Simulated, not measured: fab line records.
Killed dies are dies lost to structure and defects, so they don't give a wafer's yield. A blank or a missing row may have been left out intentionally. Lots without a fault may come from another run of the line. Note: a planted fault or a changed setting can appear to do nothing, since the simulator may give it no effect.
Matching of chambers	flow nandHarc	NHARC_A_CHANNEL_HOLE_D1_DESCUM_15 on rieDiel-04: 4 sister chambers
The step chemistry O2, time 3 s. 4 wafers are shown with their chamber, then 7 later ones without.

## WAFERS PAIRED WITH THEIR CHAMBERS
wafer	chamber	drypumpMotorCurrentA (A)
L083.5	2	5.7
L085.3	0	5.2
L091.1	1	5.3
L091.2	3	6.2

## WAFERS MISSING THEIR CHAMBER
wafer	drypumpMotorCurrentA (A)
L091.3	5.7
L092.4	6.2
L092.5	5.2
L092.6	5.4
L094.1	5.7
L094.2	5.2
L094.3	6.2

## CHAMBER TAKEN BY EACH
wafer	from the rows above	in truth
L091.3	2	2
L092.4	3	3
L092.5	0	0
L092.6	1	1
L094.1	2	2
L094.2	0	0
L094.3	3	3
Placed correctly: 7 of 7. Can't be placed from these rows: 0. 0 placed wrongly.
How it was worked out, from the rows above alone: a wafer's distance from a chamber is the root of the sum, over the readings, of the square of ((its reading less the chamber's mean) divided by the reading's scatter). The wafer belongs to the nearest chamber; if the next one is less than 2 further off, it can't be placed. For every chamber, the mean is computed from those of its wafers that are shown. The scatter: with one shown wafer a chamber, the root of the mean of the squares of how far each hidden wafer lies from its nearest shown one.
